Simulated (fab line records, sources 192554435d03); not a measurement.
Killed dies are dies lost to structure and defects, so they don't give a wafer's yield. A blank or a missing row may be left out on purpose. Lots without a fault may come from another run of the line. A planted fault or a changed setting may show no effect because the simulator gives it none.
Chamber matching | flow n5_finfet | N5_BEOL_M13_TRENCH_ETCH_34 on rie_diel-02: 4 sister chambers
The step etches SiOC in C4F8/O2/Ar, target depth 413.47 nm, time 162.6 s. 8 wafers are shown with their chamber, then 7 later ones without.

WAFERS WITH THEIR CHAMBER
wafer  | chamber | showerhead_plenum_p_Torr (Torr) | throttle_valve_pct (%)
L082.6 | 2       | 3.39                            | 24.27
L085.3 | 2       | 3.38                            | 24.28
L085.5 | 3       | 3.53                            | 24.21
L087.3 | 1       | 3.45                            | 23.91
L087.5 | 3       | 3.53                            | 24.23
L087.6 | 0       | 3.59                            | 23.70
L090.1 | 0       | 3.59                            | 23.70
L090.3 | 1       | 3.44                            | 23.92

WAFERS WITHOUT THEIR CHAMBER
wafer  | showerhead_plenum_p_Torr (Torr) | throttle_valve_pct (%)
L090.5 | 3.44                            | 23.91
L093.1 | 3.37                            | 24.29
L093.2 | 3.52                            | 24.25
L093.4 | 3.58                            | 23.70
L097.3 | 3.58                            | 23.71
L097.4 | 3.44                            | 23.95
L097.5 | 3.52                            | 24.26

WHICH CHAMBER EACH WENT THROUGH
wafer  | from the rows above | in truth
L090.5 | 1                   | 1
L093.1 | 2                   | 2
L093.2 | 3                   | 3
L093.4 | 0                   | 0
L097.3 | 0                   | 0
L097.4 | 1                   | 1
L097.5 | 3                   | 3
Placed correctly: 7 of 7. Can't be placed from these rows: 0. Placed wrongly: 0.
How it was worked out, from the rows above alone: a wafer's distance from a chamber is the root of the sum, over the readings, of the square of ((its reading less the chamber's mean) divided by the reading's scatter). The wafer belongs to the nearest chamber; if the next one is less than 2 further off, it can't be placed. A chamber's mean is the mean of its shown wafers. The scatter: the root of (the sum of the squares of (reading less its chamber's mean) over the shown wafers, divided by (wafers less chambers)).
